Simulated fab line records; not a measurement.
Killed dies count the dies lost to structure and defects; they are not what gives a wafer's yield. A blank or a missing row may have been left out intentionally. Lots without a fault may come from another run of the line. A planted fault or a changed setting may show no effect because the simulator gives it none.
fab line records ; flow n5_finfet
[record] lots = 4; wafers = 11; last_day = 18
route steps=1938 shown DUMMY_GATE@247 SPACER0@258 SD_EPI_N@262 SD_EPI_P@326 PASSIVATION@1936
lots that met no fault: taken from a fault-free run of the same line
start_h: hours from the record's opening day to when the first of the lot's shown wafers began ; wait_h: time in hours since the lot's previous step ; " as in the row above ; L1.1+2: a single row standing in for several wafers ; - no value present, or no start provided ; * or withheld: withheld ; < > ~ a bound
route shown NAME@n: names a module that has steps shown in the file, with the first one's number in the route ; usual: mean and standard deviation over wafers with no fault ; same: alike in all rows ; chamber/n: place in a boat ; sites: each site's reading ; _std_site: the values' standard deviation ; _edge_site: mean of outer sites minus mean of inner sites ; radius_mm: for every site, how far away it sits from the centre of the wafer ; mask NAME#n: copy n ; behind: the last tool/chamber to shape the wafer ; hold: why the lot was held/for how many hours/how that ended ; device: the n, p or np transistor that did not switch ; end of line: at the end of the route, the tests of the same wafers ; step lacking rows: just its recipe ; killed: count of dies lost to structure and defects at first sort (not the wafer's yield) ; map: a wafer's dies, marking killed ones x, the rest . and places with no die _
set.NAME: setting as actually run; set.NAME@STEP: the setting as run at that earlier step ; model.NAME: the simulator's own value behind a step, which no gauge read
lots at some steps of the route; a table a step, a row a wafer
services: when a tool's chamber went out of use (start_h, in hours from the record's first day, below 0 if earlier), for how many hours, and the reason
[[steps]]
[step N5_DUMMY_GATE_ETCH_23]
[recipe] chemistry = HBr/Cl2/O2; HBr_flow_sccm = 150; Cl2_flow_sccm = 80; O2_flow_sccm = 12; bias_w = 102; target_depth_a = 410; time_s = 22.3; target = poly-Si; mask_material = SiO2; pressure_mtorr = 10; icp_w = 800
[step N5_DUMMY_GATE_ETCH_44]
[recipe] chemistry = HBr/O2; over_etch_frac = 0.7; target_depth_a = 1275; stop_on = SiO2; ion_energy_ev = 60; bias_w = 20; target = poly-Si; mask_material = SiO2; pressure_mtorr = 20; icp_w = 400; HBr_flow_sccm = 120; O2_flow_sccm = 10
[step N5_DUMMY_GATE_ETCH_42]
[recipe] chemistry = CHF3/O2; target = SiO2; target_depth_a = 35; time_s = 31; ion_energy_ev = 30; bias_w = 12; pressure_mtorr = 30; source_w = 600; Ar_flow_sccm = 200; CHF3_flow_sccm = 50; O2_flow_sccm = 5
[step N5_DUMMY_GATE_STRIP_48]
[recipe] chemistry = N2/H2; time_s = 20; power_w = 100; temp_c = 40; pressure_mtorr = 100; rf_frequency_hz = 6e+07; bias_power_w = 3; n2_flow_sccm = 300; h2_flow_sccm = 300
[step N5_DUMMY_GATE_PRECLEAN_33]
[recipe] chemistry = dHF; time_s = 10; dilution = 750:1; temp_c = 25
[step N5_DUMMY_GATE_PRECLEAN_25]
[recipe] chemistry = O3/DIW; time_s = 45; temp_c = 22; o3_ppm = 10
[step N5_DUMMY_GATE_PRECLEAN_51]
[recipe] chemistry = SC2; time_s = 45; temp_c = 35; mix = 1:1:50
[step N5_DUMMY_GATE_SRD_26]
[recipe] dry = ipa_marangoni; time_s = 30; temp_c = 23; rinse_liquid = diw
[step N5_DUMMY_GATE_UV_OZONE_45]
[recipe] time_s = 120; pressure_torr = 760; temp_c = 25
[step N5_SPACER0_ALD_07]
[recipe] material = SiNx; target_thk_a = 20; temp_c = 400; ald_precursor_family = SiH2I2; ald_co_reactant = N2/H2-plasma; pressure_torr = 2
[step N5_SPACER0_ALD_00]
[recipe] material = SiOCN; target_thk_a = 35; temp_c = 400; ald_precursor_family = alkyl-aminosilane; ald_co_reactant = O2/N2-plasma; pulse_time_s = 3; purge_time_s = 2; co_reactant_purge_time_s = 2; ald_cycles = 58; pressure_torr = 2
[usual] ald_cycles = 58/0; heater_power_w = 833/76; precursor_pulse_height_rel = 0.998/0.022
lot.wafer;tool;chamber;start_h;wait_h;ald_cycles;heater_power_w;precursor_pulse_height_rel;model.SiOCN_of_SPACER0_ALD_00.thk_nm
L230.3;ald_sin-02;2;72.79;0.1;58;945;0.986;3.6
L230.4;ald_sin-02;0;72.79;0.1;58;834;0.999;3.4
L230.5;ald_sin-02;3;72.79;0.1;58;752;0.989;3.6
L245.3;ald_sin-02;1;157.43;0.1;58;791;0.974;3.6
L245.6;ald_sin-02;0;157.43;0.1;43;832;0.977;2.6
L246.1;ald_sin-02;1;161.43;0.1;43;793;0.986;2.6
L246.2;ald_sin-02;3;161.43;0.1;58;776;1.007;3.6
L246.4;ald_sin-02;2;161.43;0.1;58;930;0.987;3.4
L248.1;ald_sin-01;3;173.55;0.1;58;821;0.985;3.6
L248.3;ald_sin-01;0;173.55;0.1;58;932;0.968;3.6
L248.4;ald_sin-01;2;173.55;0.1;58;762;0.951;3.6
[step N5_SPACER0_ALD_08]
[recipe] material = SiNx; target_thk_a = 20; temp_c = 400; ald_precursor_family = SiH2I2; ald_co_reactant = N2/H2-plasma; pressure_torr = 2
[step N5_SD_EPI_N_COAT_32]
[recipe] resist = SOC; temp_c = 250; time_s = 60; spin_rpm = 1500; resist_thk_nm = 350
[step N5_SD_EPI_N_COAT_33]
[recipe] resist = SiARC; temp_c = 220; time_s = 60; spin_rpm = 1500; resist_thk_nm = 35
[step N5_SD_EPI_N_COAT_03]
[recipe] resist = CAR-ArF-block; spin_rpm = 1500; resist_thk_nm = 150
[step N5_SD_EPI_N_EBR_05]
[recipe] solvent = PGMEA; ebr_width_mm = 1.5
[step N5_SD_EPI_N_SOFTBAKE_04]
[recipe] temp_c = 110; time_s = 60; resist = CAR-ArF-block
[step N5_SD_EPI_N_EXPOSE_06]
[recipe] mask_id = SD_N_BLK; na = 1.35; source_shape = conventional; sigma_outer = 0.8; polarization = unpolarized; target_cd_nm = 120; dose_mj = 39.75
[step N5_SD_EPI_N_PEB_07]
[recipe] peb_temp_c = 110; peb_time_s = 60; resist = CAR-ArF-block
[step N5_SD_EPI_N_DEVELOP_08]
[recipe] develop_time_s = 30; developer = TMAH; resist = CAR-ArF-block; dev_temp_c = 23; rinse_liquid = diw; dry = air_spin
[step N5_SD_EPI_N_DESCUM_14]
[recipe] chemistry = O2; time_s = 7.9; source_power_w = 50; bias_power_w = 20; pressure_mtorr = 20; rf_frequency_hz = 2.712e+07; temp_c = 40; resist = CAR-ArF-block; o2_flow_sccm = 225
[step N5_SD_EPI_N_ETCH_34]
[recipe] chemistry = CF4; target = SiARC; target_depth_a = 455; mask_material = CAR-ArF-block; time_s = 75.8; ion_energy_ev = 80; pressure_mtorr = 40; source_w = 545; bias_w = 36; Ar_flow_sccm = 100; cf4_flow_sccm = 100; ends = cleared
[step N5_SD_EPI_N_ETCH_35]
[recipe] chemistry = N2/H2; target = SOC; overetch_a = 1080; mask_material = SiARC; temp_c = 40; ion_energy_ev = 100; source_w = 3000; bias_w = 133; pressure_mtorr = 20; time_s = 486; n2_flow_sccm = 200; h2_flow_sccm = 200
[step N5_SD_EPI_N_STRIP_36]
[recipe] chemistry = N2/H2; temp_c = 40; n2_flow_sccm = 200; h2_flow_sccm = 200; rf_frequency_hz = 6e+07
[step N5_SD_EPI_N_ETCHBACK_44]
[recipe] chemistry = CH3F/O2; mode = anisotropic_etchback; target = SiNx; target_depth_a = 145; stop_on = SiO2; over_etch_frac = 0.3; ion_energy_ev = 120; pressure_mtorr = 30; source_w = 395; bias_w = 73; Ar_flow_sccm = 150; CH3F_flow_sccm = 30; O2_flow_sccm = 20
[step N5_SD_EPI_N_ETCH_45]
[recipe] chemistry = CH3F/O2; target = SiOCN; target_depth_a = 60; mask_material = SOC; ion_energy_ev = 60; bias_w = 29; pressure_mtorr = 15; source_w = 410; Ar_flow_sccm = 150; CH3F_flow_sccm = 30; O2_flow_sccm = 20
[step N5_SD_EPI_N_ETCH_16]
[recipe] chemistry = CHF3/O2; target = SiO2; target_depth_a = 50; mask_material = SOC; pressure_mtorr = 30; source_w = 650; bias_w = 170; Ar_flow_sccm = 200; CHF3_flow_sccm = 50; O2_flow_sccm = 5; ion_energy_ev = 200
[step N5_SD_EPI_N_STRIP_47]
[recipe] chemistry = CHF3/O2; resist = SiARC; rf_frequency_hz = 6e+07
[step N5_SD_EPI_N_SD_RECESS_17]
[recipe] chemistry = HBr/Cl2/O2; target_depth_a = 410; mask_material = SOC; time_s = 23.7; bt_time_s = 3; pressure_mtorr = 10; icp_w = 800; bias_w = 112; HBr_flow_sccm = 150; Cl2_flow_sccm = 80; O2_flow_sccm = 12
[step N5_SD_EPI_N_STRIP_38]
[recipe] chemistry = N2/H2; power_w = 1000; temp_c = 250; h2_frac = 0.65; overash_fraction = 0.3; pressure_mtorr = withheld; n2_flow_sccm = 1750; h2_flow_sccm = 3250
[step N5_SD_EPI_N_WET_ETCH_43]
[recipe] chemistry = dHF; dilution = withheld; time_s = 14; target = SiO2; target_depth_a = 15; temp_c = 25
[step N5_SD_EPI_N_STRIP_18]
[recipe] chemistry = SPM; time_s = 750; temp_c = 130; h2so4_h2o2_vol_ratio = 4
[step N5_SD_EPI_N_SRD_20]
[recipe] dry = ipa_marangoni; do_ppb = 5; time_s = 30; temp_c = 23; rinse_liquid = diw
[step N5_SD_EPI_N_PRECLEAN_48]
[recipe] chemistry = NF3:NH3; afs_cycles = 2; temp_c = 30; time_s = 20; sublimation_temp_c = 180; sublimation_time_s = 60; pressure_torr = 3; rf_power_w = 30
[step N5_SD_EPI_N_VAPOR_ETCH_50]
[recipe] chemistry = HCl; target = Si; temp_c = 775; time_s = 54; pressure_torr = 20; mode = isotropic
[step N5_SD_EPI_N_EPI_21]
[recipe] material = Si:P; dopant = P; temp_c = 680; pressure_torr = 255; time_s = 690
[step N5_SD_EPI_P_PRECLEAN_32]
[recipe] chemistry = dHF; time_s = 10; dilution = 500:1; temp_c = 25
lot.wafer;tool;chamber;start_h;wait_h;model.SiOCN_of_SPACER0_ALD_00.thk_nm
L230.3+4+5;wet_bench-05;2,5,6;82.53;0.0;3.4
L245.3;wet_bench-03;6;166.55;0.0;3.4
L245.6;wet_bench-03;1;166.55;0.0;2.6
L246.1;wet_bench-04;4;170.80;0.0;2.6
L246.2+4;wet_bench-04;1,3;170.80;0.0;3.4
L248.1+3+4;wet_bench-03;0,4,2;183.71;0.0;3.4
[step N5_PASSIVATION_PROBE_49]
[usual] killed_at_M0_to_M3 = 32/11; killed_at_M4_up = 12/4.4; killed_at_contacts = 13/6.1; killed_at_front_end = 39/12; killed_at_other = 3.9/3; killed_dies = 100/17; killed_open = 66/12; killed_short = 33/7.4
[same] gross_dies = 1180; killed_at_back_side = 0
lot.wafer;tool;chamber;start_h;wait_h;killed_at_M0_to_M3;killed_at_M4_up;killed_at_contacts;killed_at_front_end;killed_at_other;killed_dies;killed_open;killed_short
L246.1;prober-02;-;394.03;0.0;30;20;7;66;2;125;90;30
L246.2;prober-02;-;394.08;0.1;24;20;9;41;2;96;66;24
L246.4;prober-02;-;394.18;0.2;46;17;7;43;3;116;76;32
L248.1;prober-01;-;421.74;0.0;29;7;14;48;7;105;66;36
L248.3;prober-01;-;421.84;0.1;23;8;14;59;2;106;63;39
L248.4;prober-01;-;421.89;0.2;35;15;18;54;1;123;82;40
// killed by level:class
L246.1 FIN_SAQP:geometric_particle:open=28 STI_FIN_REVEAL:geometric_particle:open=13 BEOL_M4:geometric_particle:open=7 DUMMY_GATE:geometric_particle:open=6 BEOL_M1:geometric_particle:open=6 FIN_SAQP:geometric_particle:short=5 MOL_CONTACT_COAG:geometric_particle:open=5 BEOL_M0_SAQP:geometric_particle:short=5
L246.2 STI_FIN_REVEAL:geometric_particle:open=15 FIN_SAQP:geometric_particle:open=9 BEOL_M4:geometric_particle:open=8 MOL_CONTACT_COAG:geometric_particle:open=6 GATE_CUT:geometric_particle:short=5 BEOL_M0_SAQP:geometric_particle:open=5 BEOL_M3:geometric_particle:open=5 BEOL_M0_SAQP:geometric_particle:short=4
L246.4 BEOL_M0_SAQP:geometric_particle:open=11 BEOL_M3:geometric_particle:open=11 STI_FIN_REVEAL:geometric_particle:open=10 BEOL_M4:geometric_particle:open=9 MOL_CONTACT_COAG:geometric_particle:open=6 BEOL_M0_SAQP:geometric_particle:short=6 FIN_SAQP:geometric_particle:short=5 DUMMY_GATE:geometric_particle:open=4
L248.1 MOL_CONTACT_COAG:geometric_particle:open=11 FIN_SAQP:geometric_particle:short=8 FIN_SAQP:geometric_particle:open=8 BEOL_M2:geometric_particle:open=8 STI_FIN_REVEAL:geometric_particle:open=6 GATE_CUT:geometric_particle:short=5 GATE_CUT:geometric_particle:open=5 BEOL_M0_SAQP:geometric_particle:short=5
L248.3 STI_FIN_REVEAL:geometric_particle:open=13 FIN_SAQP:geometric_particle:short=12 FIN_SAQP:geometric_particle:open=9 MOL_CONTACT_COAG:geometric_particle:open=7 MOL_CONTACT_COAG:geometric_particle:short=6 BEOL_M3:geometric_particle:open=6 GATE_CUT:geometric_particle:short=5 BEOL_M1:geometric_particle:open=5
L248.4 MOL_CONTACT_COAG:geometric_particle:open=14 FIN_SAQP:geometric_particle:open=13 FIN_SAQP:geometric_particle:short=13 STI_FIN_REVEAL:geometric_particle:open=9 BEOL_M1:geometric_particle:open=7 BEOL_M2:geometric_particle:short=7 BEOL_M3:geometric_particle:open=7 BEOL_M4:geometric_particle:open=6
[[services]]
tool;chamber;start_h;hours;kind
ald_sin-02;-;58.13;1.8;repair
ald_sin-01;-;85.25;14.0;pm
ald_sin-01;0;85.25;14.0;vent_cycle
ald_sin-01;1;85.25;14.0;vent_cycle
ald_sin-01;2;85.25;14.0;vent_cycle
ald_sin-01;3;85.25;14.0;vent_cycle
wet_bench-03;-;88.96;2.3;repair
ald_sin-01;0;99.25;-;clean
ald_sin-01;1;99.25;-;clean
ald_sin-01;2;99.25;-;clean
ald_sin-01;3;99.25;-;clean
wet_bench-05;-;140.61;2.7;repair
ald_sin-02;-;155.19;0.6;repair
[[key]]
[first_sign] step = N5_SPACER0_ALD_00; reading = ald_cycles; direction = down; sigmas = 99+; usual = *; struck = *
effect none on later readings
[model_effect] step = N5_SPACER0_ALD_00; value = SiOCN_of_SPACER0_ALD_00.thk_nm; without = 3.5; struck = 2.6
[model_effect] step = N5_SD_EPI_P_PRECLEAN_32; value = SiOCN_of_SPACER0_ALD_00.thk_nm; without = 3.4; struck = 2.6
met_at N5_SPACER0_ALD_00
struck_wafers L245.6,L246.1
tester_left_out L245,L246
onset_between 72.79 157.43
[fault] kind = process_parameter_drift; tool = ald_sin-02; chamber = -; onset_h = 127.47; steps = N5_SPACER0_ALD_00; channel = ald_cycles; offset = *; shape = step; end_h = 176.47; scope = struck_wafers_only; acts_in = *; stated = *
// tester_left_out: of these lots the tester's yield and bins aren't shown, on N5 and GAA mostly nor the transistor test; their killed dies are dies lost to structure and defects alone, not to doping, threshold or leakage, so they don't give the yield
